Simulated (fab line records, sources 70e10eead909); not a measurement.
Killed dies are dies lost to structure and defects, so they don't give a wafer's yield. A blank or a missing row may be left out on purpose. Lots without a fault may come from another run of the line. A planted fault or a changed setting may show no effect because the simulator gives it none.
Chamber matching | flow nand_harc | NHARC_A_STAIRCASE_TRIM_187 on rie_diel-13: 4 sister chambers
The step chemistry O2, time 211.2 s. 8 wafers are shown with their chamber, then 8 later ones without.

WAFERS WITH THEIR CHAMBER
wafer  | chamber | drypump_motor_current_A (A) | showerhead_plenum_p_Torr (Torr)
L080.5 | 2       | 5.9                         | 3.44
L085.1 | 2       | 5.9                         | 3.43
L086.4 | 1       | 5.7                         | 3.42
L086.6 | 1       | 5.7                         | 3.42
L087.1 | 3       | 6.3                         | 3.47
L087.2 | 0       | 5.4                         | 3.55
L087.6 | 3       | 6.2                         | 3.47
L088.3 | 0       | 5.4                         | 3.54

WAFERS WITHOUT THEIR CHAMBER
wafer  | drypump_motor_current_A (A) | showerhead_plenum_p_Torr (Torr)
L088.5 | 5.9                         | 3.42
L088.6 | 5.7                         | 3.42
L094.1 | 6.2                         | 3.46
L094.4 | 5.4                         | 3.53
L094.5 | 5.7                         | 3.41
L096.4 | 5.7                         | 3.41
L096.5 | 6.2                         | 3.45
L096.6 | 5.9                         | 3.41

WHICH CHAMBER EACH WENT THROUGH
wafer  | from the rows above     | in truth
L088.5 | 2                       | 2
L088.6 | 1                       | 1
L094.1 | 3                       | 3
L094.4 | 0                       | 0
L094.5 | 1                       | 1
L096.4 | 1                       | 1
L096.5 | 3                       | 3
L096.6 | can't be placed: 2 or 1 | 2
Placed correctly: 7 of 8. Can't be placed from these rows: 1 (the true chamber is among the candidates in 1). Placed wrongly: 0.
How it was worked out, from the rows above alone: a wafer's distance from a chamber is the root of the sum, over the readings, of the square of ((its reading less the chamber's mean) divided by the reading's scatter). The wafer belongs to the nearest chamber; if the next one is less than 2 further off, it can't be placed. A chamber's mean is the mean of its shown wafers. The scatter: the root of (the sum of the squares of (reading less its chamber's mean) over the shown wafers, divided by (wafers less chambers)).
